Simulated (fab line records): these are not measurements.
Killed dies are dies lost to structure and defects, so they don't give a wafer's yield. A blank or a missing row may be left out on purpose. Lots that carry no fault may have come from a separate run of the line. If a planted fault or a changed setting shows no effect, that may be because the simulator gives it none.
Chamber matching -- flow n5_finfet -- 4 sister chambers for N5_BEOL_M4_ETCH_63 on rie_diel-05
The step etches SiARC in CF4, target depth 15.6 nm, time 26 s. 4 wafers are shown with their chamber, then 7 later ones without.

## EACH WAFER AND ITS CHAMBER
wafer,chamber,throttle_valve_pct (%)
L076.5,1,16.00
L080.5,3,16.00
L085.3,2,15.23
L085.4,0,15.61

## WAFERS MISSING THEIR CHAMBER
wafer,throttle_valve_pct (%)
L085.5,15.55
L094.2,15.28
L094.3,15.61
L094.6,15.54
L096.1,15.66
L096.3,15.54
L096.5,15.62

## WHICH CHAMBER EACH WENT THROUGH
wafer,from the rows above,in truth
L085.5,0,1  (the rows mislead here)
L094.2,2,2
L094.3,0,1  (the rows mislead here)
L094.6,0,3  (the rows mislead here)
L096.1,0,0
L096.3,0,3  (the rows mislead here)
L096.5,0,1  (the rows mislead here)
Placed correctly: 2 of 7. Left unplaced by these rows: 0. Placed wrongly: 5.
How it was worked out, from the rows above alone: a wafer's distance from a chamber is the root of the sum, over the readings, of the square of ((its reading less the chamber's mean) divided by the reading's scatter). The wafer belongs to the nearest chamber; if the next one is less than 2 further off, it can't be placed. A chamber's mean is the mean of its shown wafers. The scatter (one wafer shown for each chamber): square how far every hidden wafer sits from the nearest shown wafer, average those squares and take the square root.
